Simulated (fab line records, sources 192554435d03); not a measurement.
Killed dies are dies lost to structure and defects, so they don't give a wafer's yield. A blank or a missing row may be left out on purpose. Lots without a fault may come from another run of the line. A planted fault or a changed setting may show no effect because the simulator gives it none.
Split-lot experiment | flow n5_finfet | 7 lots, 21 wafers read, on a route of 1938 steps

THE SPLIT
At N5_BEOL_M14_ILD_DEP_00 (deposits SiO2 from TEOS/O2, target thk 1119.3 nm, time 237.4 s), the setting time_s was moved away from the recipe's 237.4 s on 11 of the 21 wafers read, by -13.8% to +13.3%. The other wafers ran this setting at the recipe's value.

The file shows no step between the split and the reading.

THE READING
M14_ILD_THK, in nm, at N5_BEOL_M14_THK_MEAS_01. Fault-free wafers of this fab line usually give 1112 nm, standard deviation 15 nm.

wafer  | tool, chamber at the split | time_s as run, s | against the recipe | M14_ILD_THK, nm | against lot-mates on the recipe
L077.3 | pecvd-01, 1                | 237.4            | recipe             | 1119            | -
L077.4 | pecvd-01, 1                | 237.4            | recipe             | 1120            | -
L077.6 | pecvd-01, 0                | 225.8            | -4.9%              | 1079            | -40
L081.4 | pecvd-04, 2                | 261.1            | +10.0%             | 1213            | +96
L081.5 | pecvd-04, 0                | 261.1            | +10.0%             | 1201            | +84
L081.6 | pecvd-04, 1                | 237.4            | recipe             | 1117            | -
L074.1 | pecvd-03, 2                | 237.4            | recipe             | 1113            | -
L074.3 | pecvd-03, 1                | 237.4            | recipe             | 1093            | -
L074.5 | pecvd-03, 0                | 237.4            | recipe             | 1128            | -
L083.2 | pecvd-04, 0                | 204.7            | -13.8%             | 947             | no lot-mate on the recipe
L083.3 | pecvd-04, 2                | 204.7            | -13.8%             | 939             | no lot-mate on the recipe
L083.6 | pecvd-04, 2                | 204.7            | -13.8%             | 950             | no lot-mate on the recipe
L087.1 | pecvd-01, 1                | 265.9            | +12.0%             | 1237            | no lot-mate on the recipe
L087.3 | pecvd-01, 0                | 265.9            | +12.0%             | 1238            | no lot-mate on the recipe
L087.4 | pecvd-01, 0                | 265.9            | +12.0%             | 1258            | no lot-mate on the recipe
L093.2 | pecvd-04, 0                | 237.4            | recipe             | 1089            | -
L093.4 | pecvd-04, 0                | 237.4            | recipe             | 1101            | -
L093.6 | pecvd-04, 2                | 237.4            | recipe             | 1109            | -
L096.3 | pecvd-04, 2                | 269              | +13.3%             | 1271            | +177
L096.4 | pecvd-04, 0                | 237.4            | recipe             | 1094            | -
L096.6 | pecvd-04, 2                | 269              | +13.3%             | 1284            | +190

THE FIT
A straight line over all 21 wafers: M14_ILD_THK changes by +11.6 nm for each +1% of time_s; r = +0.99; the points scatter about the line by 14 nm.
The same after taking each lot's own level away (the mean of its wafers on the recipe; 15 wafers): +11.9 nm for each +1%; r = +0.97; scatter 18 nm.
On that fit, the largest move of time_s shifts the reading by 1.6e+02 nm.
The lots' own levels span 1094.0 to 1119.5 nm, that is 1.7 times the standard deviation above.
So the lot-to-lot level changes the slope little: the two slopes agree.
Check: with one of the wafers moved furthest among these (+13.3%) left out of the fit, the line predicts +150 nm for it against its lot-mates. It came out at +177 nm against them.

OTHER SPLITS ON THESE WAFERS
These wafers also went through other splits before the reading. Each is held against what the fit with the lots' levels taken away leaves over:
other split on the same wafers | wafers away from the commonest value | r with M14_ILD_THK (lot level and that fit taken away)
N5_BEOL_M11_ETCH_41 time_s     | 8                                    | +0.11
N5_BEOL_M12_SPUTTER_44 power_w | 8                                    | -0.01
N5_BEOL_M13_COAT_58 spin_rpm   | 10                                   | +0.36

THE WHOLE CHAIN: every reading that the file lists as answering this split, in the file's order
step                    | what it does                                                   | reading                                                                             | change (the file's fit)              | r (the file's)
N5_BEOL_M14_ILD_DEP_00  | deposits SiO2 from TEOS/O2, target thk 1119.3 nm, time 237.4 s | SiO2_of_BEOL_M14_ILD_DEP_00.thk_nm (the simulator's own value, which no gauge read) | +11.7 nm for each +1% of the setting | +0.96
N5_BEOL_M14_THK_MEAS_01 |                                                                | M14_ILD_THK                                                                         | +11.8 for each +1% of the setting    | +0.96
N5_BEOL_M14_VIA_ETCH_16 | etches SiO2 in C4F8/O2/Ar, target depth 1231.3 nm              | etch.depth_nm (the simulator's own value, which no gauge read)                      | +11.7 nm for each +1% of the setting | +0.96
N5_BEOL_M14_VIA_ETCH_16 | etches SiO2 in C4F8/O2/Ar, target depth 1231.3 nm              | coat_of_BEOL_M14_COAT_04.thk_nm (the simulator's own value, which no gauge read)    | -2.99 nm for each +1% of the setting | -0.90

THE FILE'S OWN FIT
M14_ILD_THK changes by +11.8 nm for each +1% of time_s, r = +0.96.
